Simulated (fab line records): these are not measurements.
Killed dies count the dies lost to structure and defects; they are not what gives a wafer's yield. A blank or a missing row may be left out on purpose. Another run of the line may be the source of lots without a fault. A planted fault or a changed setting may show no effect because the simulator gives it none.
Chamber matching + flow n5_finfet + N5_FIN_SAQP_MANDREL_ETCH_58 on rie_si-04 has 4 sister chambers
The step etches a-Si in HBr/Cl2, stops on SiNx, target depth 45 nm, bt time 10 s, time 27 s. 8 wafers are shown with their chamber, then 7 later ones without.

WAFERS PAIRED WITH THEIR CHAMBERS
| wafer  | chamber | throttle_valve_pct (%) | drypump_motor_current_A (A) |
|--------|---------|------------------------|-----------------------------|
| L083.5 | 1       | 34.78                  | 6.3                         |
| L084.3 | 2       | 35.57                  | 5.6                         |
| L084.6 | 2       | 35.55                  | 5.6                         |
| L086.1 | 0       | 35.66                  | 5.3                         |
| L086.3 | 1       | 34.80                  | 6.4                         |
| L086.4 | 3       | 35.41                  | 5.1                         |
| L088.1 | 0       | 35.67                  | 5.3                         |
| L088.3 | 3       | 35.41                  | 5.1                         |

WAFERS WITH NO CHAMBER GIVEN
| wafer  | throttle_valve_pct (%) | drypump_motor_current_A (A) |
|--------|------------------------|-----------------------------|
| L088.4 | 35.55                  | 5.6                         |
| L089.2 | 35.55                  | 5.6                         |
| L089.4 | 35.64                  | 5.3                         |
| L089.5 | 35.54                  | 5.6                         |
| L090.1 | 35.69                  | 5.3                         |
| L090.3 | 35.55                  | 5.6                         |
| L090.5 | 35.68                  | 5.3                         |

CHAMBER TAKEN BY EACH
| wafer  | from the rows above | in truth |
|--------|---------------------|----------|
| L088.4 | 2                   | 2        |
| L089.2 | 2                   | 2        |
| L089.4 | 0                   | 0        |
| L089.5 | 2                   | 2        |
| L090.1 | 0                   | 0        |
| L090.3 | 2                   | 2        |
| L090.5 | 0                   | 0        |
7 of 7 placed correctly. From these rows, 0 cannot be placed. Placed wrongly: 0.
How it was worked out, from the rows above alone: a wafer's distance from a chamber is the root of the sum, over the readings, of the square of ((its reading less the chamber's mean) divided by the reading's scatter). The wafer belongs to the nearest chamber; if the next one is less than 2 further off, it can't be placed. For every chamber, the mean is computed from those of its wafers that are shown. The scatter: the root of (the sum of the squares of (reading less its chamber's mean) over the shown wafers, divided by (wafers less chambers)).
